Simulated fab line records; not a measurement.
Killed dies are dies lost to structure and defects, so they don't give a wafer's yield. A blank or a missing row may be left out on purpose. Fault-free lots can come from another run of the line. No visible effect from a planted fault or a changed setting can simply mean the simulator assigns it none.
One fault through the eyes of 2 desks    flow nand_harc    each desk holds nothing but its own numbers, with what lay behind them at the end

== AT THE TOOL OWNER'S DESK: cmp-02 ==
The tool's own readings at NHARC_P_STI_CMP_21 (polishes, t overpolish 20 s, target thk 380.67 nm): means of the sampled wafers that have a number, for each lot that ran on this tool. If a lot's mean is further than 4 standard deviations from the usual mean, the lot is out of limits and carries the mark OUT (the distance appears in the brackets).
Columns: A = motor_current_A at NHARC_P_STI_CMP_21, usual 12.5 A; B = overpolish_run_s at NHARC_P_STI_CMP_21, usual 20.000 s
lot   first seen here  A     B
L601  day 4 12:29      12.7  20.003
L608  day 7 10:51      12.1  20.002
L609  day 7 18:17      13.0  19.999
L611  day 8 12:44      12.6  71.602 (+99 or more) OUT
L621  day 12 18:02     12.3  19.995
This desk finds L611 out of limits, L611 being first, at day 8 12:44 (overpolish_run_s at NHARC_P_STI_CMP_21). Within limits: L601, L608, L609, L621.

== THE DEFECT DESK ==
Inspection counts along the route, by lot: the mean over sampled wafers that carry a number. If a lot's mean is further than 4 standard deviations from the usual mean, the lot is out of limits and carries the mark OUT (the distance appears in the brackets).
Columns: A = raw_defect_count at NHARC_P_START_INSPECT_01, usual 3.8
lot   first seen here  A
L599  day 1 20:02      5.3
L601  day 2 16:02      3.0
L602  day 3 02:02      3.3
L603  day 3 12:02      3.0
L604  day 3 22:02      2.7
L608  day 5 14:02      2.7
L609  day 6 00:02      3.7
L610  day 6 10:02      3.7
L611  day 6 20:02      3.7
L612  day 7 06:02      8.7
L620  day 10 14:03     3.3
L621  day 11 00:03     1.3
L622  day 11 10:02     3.3
This desk's finding: nothing out of limits on any of the 13 lots.

== TAKEN TOGETHER ==
On L611, at day 8 12:44, an alarm was possible from the tool owner's desk.
No out-of-limits result turned up at the defect desk.
The defect desk has L611 on record, within its limits.
Every lot named ran NHARC_P_STI_CMP_21 on cmp-02.

== WHAT THE SIMULATOR HAD INSERTED ==
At NHARC_P_STI_CMP_21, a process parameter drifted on cmp-02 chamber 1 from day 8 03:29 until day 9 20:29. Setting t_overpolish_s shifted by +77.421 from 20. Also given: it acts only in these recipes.
Shown lots that were struck: L611.
Hours from the fault's start to each desk's first reading out of limits: the tool owner's desk, 9.
